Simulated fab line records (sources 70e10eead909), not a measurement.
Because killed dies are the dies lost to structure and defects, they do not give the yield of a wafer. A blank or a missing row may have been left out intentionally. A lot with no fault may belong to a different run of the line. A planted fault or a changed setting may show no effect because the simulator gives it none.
Comparing a struck lot with a sound one + flow nandHarc + 14 steps out of a route of 1302
Sound: the wafers L360.3, L360.4, L360.6. Struck: wafers L367.5, L367.6 (left out: L367.3, a lot-mate that was not struck); the cause follows at the end.
Per side, at each step with rows, come the tool, then ch with its chambers, and then its first start. Under that, the readings that differ: sound wafers + struck wafers + difference of the means + sigmas: that difference in standard deviations of wafers without a fault.
alike: a reading whose means differ by less than 2 such deviations, as well as words and numbers matching on both sides. not compared: withheld readings; readings where some wafer has no value; bounds like >300 that might hide an equal value; numbers whose values overlap and for which the record gives no deviation.
A row with sigmas, a row that says differs or no value, or rows on one side alone: a step with any of these is where the two part. Numbers that have no deviation but don't overlap get no sigmas and don't part them. Lack of a reading on every wafer of one side parts them only where that side has two or more wafers.

NHARC_A_SOURCE_PLATE_THK_MEAS_09: measures by ellipsometry.
  sound: filmMetro-01 at day 11 20:00; struck: filmMetro-02 at day 15 01:03
  alike: thkNm
then, 3 steps without rows for these wafers: NHARC_A_SOURCE_PLATE_PVD_04 (deposits WSi2, target thk 50 nm); NHARC_A_SOURCE_PLATE_CVD_03 (deposits poly-Si, target thk 200 nm, time 4000 s); NHARC_A_SOURCE_PLATE_ANNEAL_05 (time 1800 s).
NHARC_A_SOURCE_PLATE_THK_MEAS_06: measures by ellipsometry.
  sound: filmMetro-02 at day 12 09:38; struck: filmMetro-01 at day 15 13:32
  alike: thkNm
NHARC_A_SOURCE_PLATE_INSPECT_08:
  sound: defectInspect-02 at day 12 09:42; struck: defectInspect-02 at day 15 13:38
  alike: rawDefectCount
then NHARC_A_ONON_D1_DEP_00 (target thk 1000 nm), 1 step lacking rows for these wafers.
NHARC_A_ONON_D1_THK_MEAS_02: measures by ellipsometry.
  sound: filmMetro-02 at day 12 10:17; struck: filmMetro-02 at day 15 14:13
  alike: thkNm
then NHARC_A_ONON_D1_DEP_03 (target thk 1000 nm), 1 step lacking rows for these wafers.
NHARC_A_ONON_D1_THK_MEAS_05: measures by ellipsometry.
  sound: filmMetro-02 at day 12 10:51; struck: filmMetro-01 at day 15 14:47
  alike: thkNm
NHARC_A_ONON_D1_DEP_06: target thk 1000 nm.
  sound on pecvdOnon-02 ch 0, day 12 11:01; struck on pecvdOnon-01 ch 0, day 15 14:58
  alike: sih4FlowSccm
NHARC_A_ONON_D1_THK_MEAS_08: measures by ellipsometry.
  sound: filmMetro-01 at day 12 11:25; struck: filmMetro-01 at day 15 15:22
| reading    | sound         | struck    | difference | sigmas |
|------------|---------------|-----------|------------|--------|
| thkNm (nm) | 999 1000 1001 | 1550 1552 | +551       | +50    |
then NHARC_A_ONON_D1_DEP_09 (target thk 1000 nm), 1 step lacking rows for these wafers.
-- the record jumps here: 17 days lie between the struck wafers' starts before and after (it left off in module A_ONON_D1 and takes up again in module END, whose first step shown is number 1302 of the route) --
NHARC_END_SORT_01:
  sound on prober-01 ch 0, day 29 14:19; struck on prober-01 ch 0, day 32 15:52
| reading       | sound    | struck  | difference | sigmas |
|---------------|----------|---------|------------|--------|
| killedAtArray | 45 47 45 | 674 670 | +626       | +35    |
| killedDies    | 49 51 52 | 677 677 | +626       | +35    |
| killedOpen    | 3 6 8    | 2 1     | -4         | -2     |
  alike: killedAtOther, killedAtPeriphery, killedShort

## WHERE THEY PART
Last at NHARC_END_SORT_01 as far as this record goes, first at NHARC_A_ONON_D1_THK_MEAS_08.

WHY: what the simulator had put in
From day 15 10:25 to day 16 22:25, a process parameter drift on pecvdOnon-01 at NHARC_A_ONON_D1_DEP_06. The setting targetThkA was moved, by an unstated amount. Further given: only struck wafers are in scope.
